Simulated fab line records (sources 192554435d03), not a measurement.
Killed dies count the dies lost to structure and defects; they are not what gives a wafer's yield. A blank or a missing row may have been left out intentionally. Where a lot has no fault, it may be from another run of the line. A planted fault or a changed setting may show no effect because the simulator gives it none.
Split-lot trial :: flow n5-finfet :: 7 lots, 39 wafers read, on a route of 1938 steps

== THE SPLIT ==
At N5_DUMMY_GATE_ETCH_37 (etches SOC in N2/H2, target depth 60 nm, overetch 30 nm), the setting source-w was moved away from the recipe's 840 W on 12 of the 39 wafers read, by -14.1% to +8.3%. The other wafers ran this setting at the recipe's value.

The reading comes from the split's own step.

== THE READING ==
rf-vpp-V, in V, at N5_DUMMY_GATE_ETCH_37 (etches SOC in N2/H2, target depth 60 nm, overetch 30 nm). Typical for fault-free wafers on this fab line: 524.4 V, with standard deviation 2.5 V.

wafer: L078.1
tool, chamber at the split: rie-diel-02, 2
source-w as run, W: 840
against the recipe: recipe
rf-vpp-V, V: 526.0
against lot-mates on the recipe: -

wafer: L078.2
tool, chamber at the split: rie-diel-02, 1
source-w as run, W: 840
against the recipe: recipe
rf-vpp-V, V: 524.0
against lot-mates on the recipe: -

wafer: L078.3
tool, chamber at the split: rie-diel-02, 0
source-w as run, W: 840
against the recipe: recipe
rf-vpp-V, V: 523.8
against lot-mates on the recipe: -

wafer: L078.4
tool, chamber at the split: rie-diel-02, 3
source-w as run, W: 840
against the recipe: recipe
rf-vpp-V, V: 520.2
against lot-mates on the recipe: -

wafer: L078.5
tool, chamber at the split: rie-diel-02, 0
source-w as run, W: 840
against the recipe: recipe
rf-vpp-V, V: 523.8
against lot-mates on the recipe: -

wafer: L078.6
tool, chamber at the split: rie-diel-02, 1
source-w as run, W: 840
against the recipe: recipe
rf-vpp-V, V: 524.2
against lot-mates on the recipe: -

wafer: L080.1
tool, chamber at the split: rie-diel-02, 2
source-w as run, W: 721.9
against the recipe: -14.1%
rf-vpp-V, V: 553.7
against lot-mates on the recipe: +30.6

wafer: L080.2
tool, chamber at the split: rie-diel-02, 0
source-w as run, W: 840
against the recipe: recipe
rf-vpp-V, V: 524.8
against lot-mates on the recipe: -

wafer: L080.3
tool, chamber at the split: rie-diel-02, 3
source-w as run, W: 840
against the recipe: recipe
rf-vpp-V, V: 520.3
against lot-mates on the recipe: -

wafer: L080.4
tool, chamber at the split: rie-diel-02, 1
source-w as run, W: 721.9
against the recipe: -14.1%
rf-vpp-V, V: 552.3
against lot-mates on the recipe: +29.2

wafer: L080.5
tool, chamber at the split: rie-diel-02, 0
source-w as run, W: 840
against the recipe: recipe
rf-vpp-V, V: 524.1
against lot-mates on the recipe: -

wafer: L080.6
tool, chamber at the split: rie-diel-02, 3
source-w as run, W: 721.9
against the recipe: -14.1%
rf-vpp-V, V: 546.7
against lot-mates on the recipe: +23.6

wafer: L085.1
tool, chamber at the split: rie-diel-05, 0
source-w as run, W: 840
against the recipe: recipe
rf-vpp-V, V: 525.9
against lot-mates on the recipe: -

wafer: L085.2
tool, chamber at the split: rie-diel-05, 1
source-w as run, W: 729.8
against the recipe: -13.1%
rf-vpp-V, V: 551.2
against lot-mates on the recipe: +27.0

wafer: L085.3
tool, chamber at the split: rie-diel-05, 2
source-w as run, W: 729.8
against the recipe: -13.1%
rf-vpp-V, V: 545.8
against lot-mates on the recipe: +21.6

wafer: L085.4
tool, chamber at the split: rie-diel-05, 3
source-w as run, W: 840
against the recipe: recipe
rf-vpp-V, V: 521.5
against lot-mates on the recipe: -

wafer: L085.5
tool, chamber at the split: rie-diel-05, 1
source-w as run, W: 840
against the recipe: recipe
rf-vpp-V, V: 525.1
against lot-mates on the recipe: -

wafer: L085.6
tool, chamber at the split: rie-diel-05, 0
source-w as run, W: 729.8
against the recipe: -13.1%
rf-vpp-V, V: 550.9
against lot-mates on the recipe: +26.7

wafer: L086.1
tool, chamber at the split: rie-diel-05, 2
source-w as run, W: 840
against the recipe: recipe
rf-vpp-V, V: 522.4
against lot-mates on the recipe: -

wafer: L086.2
tool, chamber at the split: rie-diel-05, 0
source-w as run, W: 840
against the recipe: recipe
rf-vpp-V, V: 525.4
against lot-mates on the recipe: -

wafer: L086.3
tool, chamber at the split: rie-diel-05, 1
source-w as run, W: 840
against the recipe: recipe
rf-vpp-V, V: 524.6
against lot-mates on the recipe: -

wafer: L086.4
tool, chamber at the split: rie-diel-05, 3
source-w as run, W: 840
against the recipe: recipe
rf-vpp-V, V: 522.4
against lot-mates on the recipe: -

wafer: L086.5
tool, chamber at the split: rie-diel-05, 0
source-w as run, W: 840
against the recipe: recipe
rf-vpp-V, V: 525.2
against lot-mates on the recipe: -

wafer: L086.6
tool, chamber at the split: rie-diel-05, 1
source-w as run, W: 840
against the recipe: recipe
rf-vpp-V, V: 523.8
against lot-mates on the recipe: -

wafer: L088.2
tool, chamber at the split: rie-diel-05, 0
source-w as run, W: 840
against the recipe: recipe
rf-vpp-V, V: 524.8
against lot-mates on the recipe: -

wafer: L088.3
tool, chamber at the split: rie-diel-05, 1
source-w as run, W: 840
against the recipe: recipe
rf-vpp-V, V: 525.9
against lot-mates on the recipe: -

wafer: L088.5
tool, chamber at the split: rie-diel-05, 2
source-w as run, W: 840
against the recipe: recipe
rf-vpp-V, V: 521.3
against lot-mates on the recipe: -

wafer: L091.1
tool, chamber at the split: rie-diel-05, 2
source-w as run, W: 891.5
against the recipe: +6.1%
rf-vpp-V, V: 511.7
against lot-mates on the recipe: -12.8

wafer: L091.2
tool, chamber at the split: rie-diel-05, 0
source-w as run, W: 840
against the recipe: recipe
rf-vpp-V, V: 526.6
against lot-mates on the recipe: -

wafer: L091.3
tool, chamber at the split: rie-diel-05, 1
source-w as run, W: 891.5
against the recipe: +6.1%
rf-vpp-V, V: 514.7
against lot-mates on the recipe: -9.8

wafer: L091.4
tool, chamber at the split: rie-diel-05, 3
source-w as run, W: 840
against the recipe: recipe
rf-vpp-V, V: 520.4
against lot-mates on the recipe: -

wafer: L091.5
tool, chamber at the split: rie-diel-05, 3
source-w as run, W: 891.5
against the recipe: +6.1%
rf-vpp-V, V: 509.8
against lot-mates on the recipe: -14.7

wafer: L091.6
tool, chamber at the split: rie-diel-05, 0
source-w as run, W: 840
against the recipe: recipe
rf-vpp-V, V: 526.6
against lot-mates on the recipe: -

wafer: L093.1
tool, chamber at the split: rie-diel-05, 3
source-w as run, W: 909.3
against the recipe: +8.3%
rf-vpp-V, V: 509.7
against lot-mates on the recipe: -13.6

wafer: L093.2
tool, chamber at the split: rie-diel-05, 1
source-w as run, W: 840
against the recipe: recipe
rf-vpp-V, V: 525.5
against lot-mates on the recipe: -

wafer: L093.3
tool, chamber at the split: rie-diel-05, 2
source-w as run, W: 840
against the recipe: recipe
rf-vpp-V, V: 519.9
against lot-mates on the recipe: -

wafer: L093.4
tool, chamber at the split: rie-diel-05, 0
source-w as run, W: 909.3
against the recipe: +8.3%
rf-vpp-V, V: 511.9
against lot-mates on the recipe: -11.4

wafer: L093.5
tool, chamber at the split: rie-diel-05, 1
source-w as run, W: 840
against the recipe: recipe
rf-vpp-V, V: 524.5
against lot-mates on the recipe: -

wafer: L093.6
tool, chamber at the split: rie-diel-05, 0
source-w as run, W: 909.3
against the recipe: +8.3%
rf-vpp-V, V: 512.5
against lot-mates on the recipe: -10.8

FIT RESULTS
A straight line over all 39 wafers: rf-vpp-V changes by -1.86 V for each +1% of source-w; r = -0.98; the points scatter about the line by 2.3 V.
The same after taking each lot's own level away (the mean of its wafers on the recipe; 39 wafers): -1.87 V for each +1%; r = -0.98; scatter 2.4 V.
The reading moves by 26 V for the largest change in source-w, on that fit.
The lots' own levels span 523.07 to 524.53 V, that is 0.6 times the standard deviation above.
The two slopes are in agreement: the lot-to-lot level therefore moves the slope only a little.
Check: with one of the wafers moved furthest among these (-14.1%) left out of the fit, the line predicts +26 V for it against its lot-mates. It came out at +30.6 V against them.
Tool readings at the split's step, against how far the setting was moved: rf-vpp-V r = -0.98.

== THESE WAFERS: OTHER SPLITS ==
Other splits were also applied to these wafers ahead of the reading. Each is held against what the fit with the lots' levels taken away leaves over:
other split on the same wafers: N5_DUMMY_GATE_EXPOSE_12 dose-mj
wafers away from the commonest value: 9
r with rf-vpp-V (lot level and that fit taken away): +0.02

== FILE'S OWN FIT ==
rf-vpp-V changes by -1.88 V for each +1% of source-w, r = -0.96.
